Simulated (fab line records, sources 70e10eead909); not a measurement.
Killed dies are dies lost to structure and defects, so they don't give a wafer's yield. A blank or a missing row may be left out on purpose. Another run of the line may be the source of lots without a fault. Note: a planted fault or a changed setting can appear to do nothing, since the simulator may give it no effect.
The same fault as seen by 2 desks + flow nandHarc + what lay behind the numbers comes last; until then each desk has only its own

== THE DEFECT DESK ==
For each lot, the counts of the inspections along the route, averaged over the sampled wafers that have a number. Marked OUT: a lot whose mean sits more than 4 standard deviations from the usual mean, which makes it out of limits; the brackets give that distance.
Columns: A = rawDefectCount at NHARC_A_M0_INSPECT_27, usual 553
| lot  | first seen here | A   |
|------|-----------------|-----|
| L637 | day 23 10:41    | 523 |
| L635 | day 23 12:32    | 584 |
| L636 | day 23 15:48    | 776 |
| L638 | day 24 03:53    | 648 |
| L639 | day 24 19:53    | 754 |
| L640 | day 25 03:39    | 470 |
| L641 | day 25 18:31    | 463 |
| L644 | day 27 00:14    | 475 |
| L642 | day 27 07:59    | 502 |
| L648 | day 28 10:15    | 486 |
| L647 | day 28 16:29    | 452 |
| L650 | day 29 08:46    | 904 |
| L654 | day 31 07:13    | 515 |
| L655 | day 31 16:21    | 508 |
| L656 | day 32 06:01    | 557 |
Result from this desk: across the 15 lots, nothing is out of limits.

== TOOL OWNER'S DESK, rieDiel-03 ==
The tool's own readings at NHARC_A_M1_ETCH_15 (etches the open film in C4F8/Ar, target depth 182.5 nm, time 91.2 s): means of the sampled wafers that have a number, for each lot that ran on this tool. Marked OUT: a lot whose mean sits more than 4 standard deviations from the usual mean, which makes it out of limits; the brackets give that distance.
Columns: A = oesProductAu at NHARC_A_M1_ETCH_15, usual 0.948 a.u.; B = rfVppV at NHARC_A_M1_ETCH_15, usual 439.3 V; C = runLengthS at NHARC_A_M1_ETCH_15, usual 112.4 s
| lot  | first seen here | A     | B     | C                |
|------|-----------------|-------|-------|------------------|
| L637 | day 23 12:49    | 0.925 | 439.0 | 112.4            |
| L635 | day 23 14:16    | 0.931 | 439.0 | 112.4            |
| L636 | day 23 17:36    | 0.956 | 439.8 | 112.5            |
| L638 | day 24 05:40    | 0.927 | 440.6 | 112.6            |
| L641 | day 25 20:07    | 0.960 | 441.4 | 112.8            |
| L644 | day 27 01:54    | 0.926 | 438.8 | 112.6            |
| L648 | day 28 12:01    | 0.977 | 439.7 | 109.0 (-8.8) OUT |
| L647 | day 28 18:13    | 0.955 | 441.2 | 109.3 (-8.0) OUT |
| L650 | day 29 10:31    | 0.968 | 439.1 | 105.7 (-17) OUT  |
| L656 | day 32 07:46    | 0.964 | 439.8 | 112.6            |
This desk's verdict: out of limits on L647, L648, L650, starting with L648 at day 28 12:01 (runLengthS at NHARC_A_M1_ETCH_15). L637, L635, L636, L638, L641, L644, L656: within limits.

== PUT TOGETHER ==
The tool owner's desk could have raised an alarm at day 28 12:01, on L647, L648, L650.
Nothing out of limits was seen by the defect desk.
The defect desk has L647, L648, L650 on record, within its limits.
NHARC_A_M1_ETCH_15 was run on rieDiel-03 by each of the lots named.

== WHAT WAS PUT IN BY THE SIMULATOR ==
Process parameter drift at NHARC_A_M1_ETCH_15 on rieDiel-03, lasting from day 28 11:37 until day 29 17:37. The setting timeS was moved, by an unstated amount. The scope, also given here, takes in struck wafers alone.
Struck lots among those shown: L647, L648, L650.
Hours from the fault's start to each desk's first reading out of limits: the tool owner's desk, 0.
